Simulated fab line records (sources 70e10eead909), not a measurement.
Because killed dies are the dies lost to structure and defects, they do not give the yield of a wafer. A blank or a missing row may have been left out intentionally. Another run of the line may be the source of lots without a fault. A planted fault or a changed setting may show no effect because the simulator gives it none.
fab line records	flow nand_harc
[record] lots = 12	wafers = 36	last_day = 33
route steps=1302 shown A_CHANNEL_HOLE_D2@598 A_CHANNEL_FILL_D2@616 END@1302
lots that met no fault: taken from a fault-free run of the same line
start_h: hours from the record's first day to the start of the lot's first wafer shown	wait_h: hours from the lot's prior step to this one	" identical to the entry in the row above	L1.1+2: one row covering several wafers at once	- no value, or no start was given	* or withheld: withheld	< > ~ a bound
route shown NAME@n: NAME is a module with steps in the file, n the number in the route of the first one	usual: mean/standard deviation taken from wafers without a fault	same: alike in all rows	chamber/n: place in a boat	sites: per-site readings	_std_site: standard deviation of those values	_edge_site: the outer-site mean with the inner-site mean subtracted	radius_mm: how far each site lies from the wafer's centre	mask NAME#n: copy n	behind: the tool/chamber that last shaped the wafer	hold: why the lot went on hold/how many hours it stayed there/how the hold came to an end	device: the transistor (n, p or np) that didn't switch	end of line: the tests these same wafers got at the end of their route	a step with no rows: only its recipe	killed: not the wafer's yield, but the dies lost to structure and defects at the first sort	map: dies across one wafer; x = killed, . = not, _ = none there
set.NAME: the setting as run; set.NAME@STEP: as run at that earlier step	model.NAME: the simulator's own value behind a step, which no gauge read
one table for each step of the route and one row for each wafer, over a sample of lots
services: the hour from which a tool's chamber was out of use, counted from the record's first day as start_h (under 0 if before that day), plus the number of hours and why
[[steps]]
[step NHARC_A_CHANNEL_HOLE_D2_ETCH_26]
[recipe] bias_v = 300	source_w = 2000	pressure_mtorr = 30	time_s = 224.1	ar_flow_sccm = 375	c4f8_flow_sccm = 11.4	o2_flow_sccm = 113.6	temp_c = -20	target_depth_a = 3000	chemistry = C4F8/O2/Ar
[usual] bias_v = 300/3.1	c4f8_flow_sccm = 11.39/0.033	drypump_motor_current_A = 5.9/0.6	he_backside_leak_sccm = 6.0/0.88	showerhead_plenum_p_Torr = 3.76/0.11	throttle_valve_pct = 24.585/0.009
lot.wafer	tool	chamber	start_h	wait_h	bias_v	c4f8_flow_sccm	drypump_motor_current_A	he_backside_leak_sccm	rf_hours_counter_h	showerhead_plenum_p_Torr	throttle_valve_pct
L699.1	har_etch-01	0	290.55	0.7	298	11.39	6.0	6.7	145	3.75	24.592
L699.6	"	0	"	"	299	11.41	6.0	6.7	-	3.75	24.599
L699.5	"	1	"	"	309	11.36	5.0	5.3	-	3.75	24.578
L701.1	har_etch-01	0	302.47	0.6	295	11.40	6.0	6.6	153	3.75	24.566
L701.3	"	0	"	"	297	11.39	6.0	6.8	-	3.75	24.569
L701.6	"	1	"	"	299	11.45	5.0	5.4	-	3.75	24.565
L702.4	har_etch-02	0	325.25	0.5	305	11.38	6.1	6.7	-	3.99	24.582
L702.3	"	1	"	"	300	11.38	6.8	7.4	-	3.72	24.590
L702.6	"	1	"	"	297	11.39	6.8	7.4	-	3.72	24.580
L704.2	har_etch-02	1	339.65	0.7	300	11.39	6.7	7.9	397	3.71	24.595
L704.3	"	1	"	"	299	11.35	6.7	7.2	-	3.71	24.576
L704.6	"	0	"	"	302	11.34	6.1	7.0	-	3.98	24.583
L705.1	har_etch-01	0	356.35	0.7	303	11.45	6.0	6.8	187	3.73	24.587
L705.2	"	1	"	"	295	11.42	5.1	5.6	187	3.73	24.584
L705.4	"	0	"	"	300	11.39	6.0	6.7	-	3.73	24.592
L711.4	har_etch-02	1	423.72	0.5	295	11.40	6.7	4.7	-	3.69	24.591
L711.5	"	1	"	"	300	11.39	6.7	4.6	-	3.69	24.601
L711.6	"	0	"	"	295	11.44	6.0	5.7	-	3.96	24.573
L712.1	har_etch-02	0	439.51	0.6	301	11.40	6.0	5.0	30	3.96	24.591
L712.4	"	1	"	"	298	11.41	6.7	4.5	-	3.68	24.582
L712.6	"	0	"	"	304	11.42	6.0	5.4	-	3.96	24.588
L713.1	har_etch-02	0	446.68	0.7	298	11.43	6.1	5.3	34	3.95	24.586
L713.2	"	1	"	"	299	11.41	6.7	4.7	34	3.68	24.591
L713.3	"	0	"	"	300	11.39	6.1	5.3	-	3.95	24.583
L714.3	har_etch-01	1	449.12	0.5	302	11.42	5.1	5.7	-	3.70	24.591
L714.5	"	1	"	"	302	11.40	5.0	5.9	-	3.70	24.607
L714.6	"	0	"	"	299	11.41	5.9	6.8	-	3.69	24.588
L717.4	har_etch-01	0	472.67	0.5	294	11.41	5.9	7.3	-	3.68	24.584
L717.3	"	1	"	"	297	11.39	5.0	5.9	-	3.68	24.591
L717.6	"	0	"	"	295	11.31	6.0	6.9	-	3.68	24.582
L722.3	har_etch-02	0	522.83	0.5	300	11.43	6.1	5.5	-	3.93	24.588
L722.4	"	1	"	"	298	11.44	6.7	5.0	-	3.66	24.585
L722.5	"	1	"	"	297	11.44	6.8	4.9	-	3.66	24.572
L721.2	har_etch-02	1	526.92	0.7	296	11.38	6.7	4.8	80	3.65	24.580
L721.3	"	0	"	"	300	11.39	6.1	5.8	-	3.93	24.584
L721.5	"	0	"	"	301	11.35	6.1	5.5	-	3.93	24.567
[step NHARC_A_CHANNEL_HOLE_D2_STRIP_28]
[recipe] o2_flow_sccm = 500	ar_flow_sccm = 0	bias_w = 0	chemistry = O2
[usual] drypump_motor_current_A = 5.9/0.52	oes_product_au = 1.000/0.01	rf_vpp_V = 57.8/0.98	showerhead_plenum_p_Torr = 3.51/0.15	throttle_valve_pct = 17.037/0.009
lot.wafer	tool	chamber	start_h	wait_h	drypump_motor_current_A	oes_product_au	rf_hours_counter_h	rf_vpp_V	showerhead_plenum_p_Torr	throttle_valve_pct
L699.1	rie_diel-07	2	-	-	6.0	1.001	11	57.1	3.62	17.046
L699.6	"	2	"	"	6.0	1.000	-	59.2	3.62	17.035
L699.5	"	3	"	"	6.4	1.002	-	57.5	3.38	17.056
L701.1	rie_diel-08	1	-	-	5.2	0.997	8	60.7	3.71	17.035
L701.3	"	3	"	"	6.9	0.989	6	57.6	3.65	17.034
L701.6	"	2	"	"	6.2	0.992	-	56.5	3.34	17.037
L702.4	rie_diel-07	1	-	-	5.6	0.997	1	57.9	3.39	17.047
L702.3	"	3	"	"	6.4	0.993	2	58.0	3.38	17.022
L702.6	"	0	"	"	5.1	1.003	-	60.2	3.76	17.038
L704.2	rie_diel-02	3	-	-	6.0	0.995	7	58.5	3.40	17.015
L704.3	"	2	"	"	6.0	0.997	7	58.1	3.34	17.024
L704.6	"	0	"	"	5.6	0.989	-	57.9	3.41	17.036
L705.2	rie_diel-08	0	-	-	5.7	0.997	10	59.1	3.55	17.032
L705.4	"	1	"	"	5.2	1.007	11	57.6	3.71	17.040
L705.1	"	3	"	"	6.8	0.994	8	57.9	3.65	17.047
L711.4	rie_diel-07	2	-	-	6.0	1.001	6	58.3	3.62	17.049
L711.5	"	3	"	"	6.4	1.000	-	57.6	3.38	17.037
L711.6	"	0	"	"	5.1	1.004	-	57.5	3.76	17.028
L712.4	rie_diel-08	0	-	-	5.7	1.011	3	58.7	3.55	17.052
L712.1	"	3	"	"	6.8	1.008	3	60.3	3.65	17.026
L712.6	"	1	"	"	5.2	0.986	-	57.4	3.71	17.037
L713.3	rie_diel-08	1	-	-	5.2	0.978	3	59.1	3.71	17.045
L713.2	"	2	"	"	6.2	1.015	4	58.6	3.34	17.045
L713.1	"	3	"	"	6.8	0.996	4	57.9	3.65	17.020
L714.3	rie_diel-08	2	-	-	6.2	1.020	4	56.8	3.34	17.022
L714.6	"	0	"	"	5.7	1.018	-	57.3	3.55	17.051
L714.5	"	1	"	"	5.2	0.980	-	60.5	3.71	17.035
L717.4	rie_diel-08	2	-	-	6.2	1.018	6	58.7	3.34	17.038
L717.3	"	3	"	"	6.8	1.004	6	57.3	3.65	17.024
L717.6	"	3	"	"	6.8	1.005	-	60.5	3.65	17.037
L722.4	rie_diel-02	1	-	-	6.0	1.005	6	58.5	3.33	17.035
L722.3	"	2	"	"	6.1	1.005	6	56.6	3.34	17.039
L722.5	"	2	"	"	6.1	0.993	-	58.0	3.34	17.045
L721.3	rie_diel-08	0	-	-	5.7	1.010	8	59.9	3.55	17.041
L721.2	"	1	"	"	5.2	0.978	8	57.8	3.71	17.029
L721.5	"	3	"	"	6.9	1.017	-	59.2	3.64	17.033
[step NHARC_A_CHANNEL_FILL_D2_ALD_16]
[recipe] target_thk_a = 15	pulse_time_s = 10	ald_cycles = 15	temp_c = 300	material = SiO2
[usual] ald_cycles = 15/0	heater_power_w = 491/47	precursor_pulse_height_rel = 0.999/0.02
lot.wafer	tool	chamber	start_h	wait_h	ald_cycles	heater_power_w	precursor_pulse_height_rel	since_wet_clean_h
L699.1	ald_hk-03	1	304.82	0.1	15	477	1.006	79
L699.6	"	3	"	"	15	534	1.008	-
L699.5	"	0	"	"	15	530	1.001	-
L701.1	ald_hk-03	3	316.72	0.0	15	529	0.990	91
L701.3	"	2	"	"	15	469	1.015	91
L701.6	"	3	"	"	15	547	1.011	-
L702.3	ald_hk-03	2	339.48	0.1	15	461	1.003	114
L702.4	"	3	"	"	17	548	0.995	114
L702.6	"	2	"	"	15	472	1.006	-
L704.3	ald_hk-03	0	354.07	0.1	15	526	1.000	128
L704.2	"	1	"	"	17	476	1.011	128
L704.6	"	3	"	"	15	548	0.961	-
L705.2	ald_hk-03	0	370.73	0.0	17	524	1.003	145
L705.4	"	1	"	"	17	470	0.965	145
L705.1	"	2	"	"	15	479	1.019	145
L711.4	ald_hk-02	3	437.99	0.1	15	444	1.009	80
L711.6	"	1	"	"	15	426	0.993	-
L711.5	"	2	"	"	15	424	1.010	-
L712.1	ald_hk-03	0	453.94	0.1	15	516	1.003	48
L712.4	"	2	"	"	15	452	0.973	48
L712.6	"	0	"	"	15	518	1.026	-
L713.3	ald_hk-03	3	461.22	0.0	15	569	1.023	55
L713.2	"	0	"	"	15	515	0.984	55
L713.1	"	1	"	"	15	453	1.023	55
L714.3	ald_hk-02	3	461.42	0.2	15	446	0.980	103
L714.5	"	1	"	"	15	429	1.014	-
L714.6	"	2	"	"	15	422	0.998	-
L717.4	ald_hk-03	1	486.96	0.1	15	459	0.986	81
L717.3	"	3	"	"	15	577	0.986	81
L717.6	"	1	"	"	15	471	0.972	-
L722.4	ald_hk-02	3	537.53	0.0	15	451	0.984	2
L722.3	"	0	"	"	15	528	1.023	2
L722.5	"	0	"	"	15	519	1.041	-
L721.2	ald_hk-04	1	541.20	0.0	15	475	0.991	92
L721.3	"	3	"	"	15	525	0.983	92
L721.5	"	2	"	"	15	523	1.011	-
[step NHARC_A_CHANNEL_FILL_D2_ALD_25]
[recipe] target_thk_a = 600	pulse_time_s = 10	ald_cycles = 600	temp_c = 300	material = SiOx
[usual] ald_cycles = 600/0	heater_power_w = 491/47	precursor_pulse_height_rel = 1.001/0.019
lot.wafer	tool	chamber	start_h	wait_h	ald_cycles	heater_power_w	precursor_pulse_height_rel	since_wet_clean_h
L699.1	ald_hk-03	1	330.32	1.3	600	468	1.018	106
L699.6	"	3	331.55	2.5	600	533	0.968	-
L699.5	"	0	"	"	600	530	0.988	-
L701.1	ald_hk-02	0	340.79	0.1	600	547	0.949	162
L701.3	"	1	"	"	600	450	1.012	163
L701.6	"	0	343.24	2.5	600	538	1.024	-
L702.4	ald_hk-04	1	364.74	0.1	600	472	1.006	95
L702.3	"	0	366.57	1.9	600	471	1.017	97
L702.6	"	1	"	"	600	455	1.013	-
L704.3	ald_hk-03	3	378.41	0.7	600	544	1.027	154
L704.2	"	1	379.65	1.9	600	481	0.985	155
L704.6	"	2	"	"	600	471	1.030	-
L705.4	ald_hk-02	1	395.13	0.0	600	429	0.982	38
L705.2	"	2	"	"	600	438	1.008	39
L705.1	"	0	396.96	1.9	600	532	1.001	40
L711.4	ald_hk-04	2	463.85	1.3	600	523	1.005	16
L711.6	"	0	465.09	2.5	600	499	0.989	-
L711.5	"	1	"	"	600	466	0.985	-
L712.4	ald_hk-03	1	479.06	1.3	600	460	0.993	74
L712.1	"	2	"	"	600	460	0.990	75
L712.6	"	3	"	"	600	601	1.020	-
L713.2	ald_hk-04	0	486.98	0.1	600	487	0.990	39
L713.3	"	1	"	"	600	468	0.999	40
L713.1	"	2	"	"	600	533	1.019	40
L714.3	ald_hk-02	1	487.59	0.7	600	425	0.984	131
L714.5	"	0	489.47	2.5	600	532	1.002	-
L714.6	"	1	"	"	600	430	1.027	-
L717.4	ald_hk-03	3	510.24	0.0	600	565	1.003	105
L717.3	"	0	"	"	600	507	1.028	106
L717.6	"	3	512.75	2.6	600	568	1.007	-
L722.4	ald_hk-03	3	560.44	0.0	600	567	1.000	155
L722.3	"	0	"	"	600	516	1.006	156
L722.5	"	0	563.50	3.1	600	508	1.019	-
L721.2	ald_hk-04	2	567.72	1.3	600	535	1.029	120
L721.3	"	3	"	"	600	544	0.976	120
L721.5	"	0	"	"	600	493	0.967	-
[step NHARC_END_SORT_01]
[recipe] temp_c = 25
[usual] killed_at_array = 52/18	killed_at_other = 1.2/1.5	killed_at_periphery = 4/3.2	killed_dies = 57/17	killed_open = 3.1/1.9	killed_short = 2.5/1.7
[same] gross_dies = 677
lot.wafer	tool	chamber	start_h	wait_h	killed_at_array	killed_at_other	killed_at_periphery	killed_dies	killed_open	killed_short
L702.3	prober-02	0	587.99	3.1	48	0	6	54	1	3
L702.4	prober-02	0	588.78	3.4	40	1	1	42	4	3
L702.6	prober-02	0	590.35	3.9	53	0	1	54	2	7
L704.2	prober-01	0	596.74	2.8	47	0	2	49	5	0
L704.3	prober-01	0	597.55	3.1	58	0	1	59	0	0
L704.6	prober-01	0	599.98	4.0	38	0	4	42	2	6
L705.1	prober-01	0	647.34	2.5	67	0	2	69	1	1
L705.2	prober-01	0	648.16	2.8	71	1	4	76	4	2
L705.4	prober-01	0	649.79	3.4	58	0	1	59	2	1
// killed by level:class
L702.3 A_CHANNEL_HOLE_D2:chamber_film_flake=33 P_GATE:chamber_film_flake=5 A_CONTACT:chamber_film_flake=4 A_ONON_D2:geometric_particle:short=2 A_STAIRCASE:chamber_film_flake=2 A_WL_FILL:geometric_particle:short=1 A_M0:geometric_particle:open=1 P_STI:chamber_film_flake=1
L702.4 A_CHANNEL_HOLE_D2:chamber_film_flake=20 A_CONTACT:chamber_film_flake=8 A_M0:geometric_particle:open=2 A_SLIT:chamber_film_flake=2 A_CHANNEL_HOLE_D1:geometric_particle:short=1 A_CHANNEL_FILL_D1:geometric_particle:short=1 A_DECK1_JOINT:geometric_particle:open=1 A_CHANNEL_FILL_D2:geometric_particle:short=1
L702.6 A_CHANNEL_HOLE_D2:chamber_film_flake=28 A_STAIRCASE:chamber_film_flake=6 A_WL_FILL:geometric_particle:short=4 A_CHANNEL_HOLE_D1:chamber_film_flake=3 A_DECK1_JOINT:chamber_film_flake=2 A_CONTACT:unspecified=2 A_WL_FILL:chamber_film_flake=2 A_CHANNEL_HOLE_D1:geometric_particle:short=1
L704.2 A_CHANNEL_HOLE_D1:chamber_film_flake=20 A_CHANNEL_HOLE_D2:chamber_film_flake=16 A_CONTACT:chamber_film_flake=4 A_ONON_D1:geometric_particle:open=1 A_CHANNEL_FILL_D2:geometric_particle:open=1 A_WL_FILL:geometric_particle:open=1 A_CONTACT:geometric_particle:open=1 A_M0:geometric_particle:open=1
L704.3 A_CHANNEL_HOLE_D2:chamber_film_flake=36 A_CHANNEL_HOLE_D1:chamber_film_flake=15 A_ZERO_WELL:chamber_film_flake=3 P_CONTACT:chamber_film_flake=1 A_SLIT:chamber_film_flake=1 A_CHANNEL_FILL_D1:chamber_film_flake=1 A_STAIRCASE:chamber_film_flake=1 A_CONTACT:chamber_film_flake=1
L704.6 A_CHANNEL_HOLE_D2:chamber_film_flake=14 A_CHANNEL_HOLE_D1:chamber_film_flake=13 A_CHANNEL_FILL_D1:geometric_particle:short=2 A_STAIRCASE:chamber_film_flake=2 A_CONTACT:chamber_film_flake=2 P_CONTACT:geometric_particle:short=1 P_M0:geometric_particle:open=1 P_M1:geometric_particle:short=1
L705.1 A_CHANNEL_HOLE_D1:chamber_film_flake=31 A_SLIT:chamber_film_flake=20 A_CHANNEL_HOLE_D2:chamber_film_flake=10 A_CONTACT:chamber_film_flake=3 P_CONTACT:geometric_particle:open=1 A_CHANNEL_FILL_D2:geometric_particle:short=1 P_ZERO_WELL:chamber_film_flake=1 A_DECK1_JOINT:chamber_film_flake=1
L705.2 A_SLIT:chamber_film_flake=36 A_CHANNEL_HOLE_D1:chamber_film_flake=20 A_CHANNEL_HOLE_D2:chamber_film_flake=10 A_STAIRCASE:chamber_film_flake=2 A_CONTACT:chamber_film_flake=2 P_GATE:geometric_particle:open=1 P_CONTACT:geometric_particle:open=1 P_M0:geometric_particle:open=1
L705.4 A_SLIT:chamber_film_flake=27 A_CHANNEL_HOLE_D1:chamber_film_flake=16 A_CHANNEL_HOLE_D2:chamber_film_flake=8 A_STAIRCASE:chamber_film_flake=2 A_CONTACT:chamber_film_flake=2 P_GATE:geometric_particle:open=1 A_ONON_D1:geometric_particle:open=1 A_WL_FILL:geometric_particle:short=1
[[services]]
tool	chamber	start_h	hours	kind
rie_diel-07	-	294.20	9.0	pm
rie_diel-08	3	330.01	16.1	repair
ald_hk-02	-	348.00	10.0	pm
rie_diel-02	1	358.99	4.1	repair
rie_diel-08	-	367.94	9.0	pm
rie_diel-07	-	369.14	7.5	repair
har_etch-02	-	377.84	17.0	pm
rie_diel-02	-	393.70	9.0	pm
ald_hk-03	-	396.21	10.0	pm
ald_hk-03	0	396.21	10.0	vent_cycle
ald_hk-03	1	396.21	10.0	vent_cycle
ald_hk-03	2	396.21	10.0	vent_cycle
ald_hk-03	3	396.21	10.0	vent_cycle
ald_hk-03	0	406.21	-	clean
ald_hk-03	1	406.21	-	clean
ald_hk-03	2	406.21	-	clean
rie_diel-07	1	418.85	2.8	repair
rie_diel-02	3	427.35	5.1	repair
ald_hk-04	-	439.13	10.0	pm
rie_diel-07	-	471.20	9.0	pm
rie_diel-02	-	517.84	0.4	repair
ald_hk-02	-	526.00	10.0	pm
rie_diel-07	1	541.29	1.2	repair
rie_diel-08	-	544.94	9.0	pm
[[key]]
[first_sign] step = NHARC_A_CHANNEL_FILL_D2_ALD_16	reading = ald_cycles	direction = up	sigmas = 99+	usual = 15	struck = 17
effect none on later readings
met_at NHARC_A_CHANNEL_FILL_D2_ALD_16
struck_lots L702,L704,L705
struck_wafers L702.4,L704.2,L705.2,L705.4
tester_left_out L702,L704,L705
not_acting_at NHARC_A_CHANNEL_HOLE_D2_ETCH_26,NHARC_A_CHANNEL_HOLE_D2_STRIP_28,NHARC_A_CHANNEL_FILL_D2_ALD_25
onset_between 316.72 339.48
[fault] kind = process_parameter_drift	tool = ald_hk-03	chamber = -	onset_h = 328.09	steps = NHARC_A_CHANNEL_FILL_D2_ALD_16	channel = ald_cycles	offset = 2	shape = step	end_h = 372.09	scope = struck_wafers_only	acts_in = these_recipes_only	stated = 15
// tester_left_out: of these lots the tester's yield and bins aren't shown, on N5 and GAA mostly nor the transistor test; their killed dies are dies lost to structure and defects alone, not to doping, threshold or leakage, so they don't give the yield
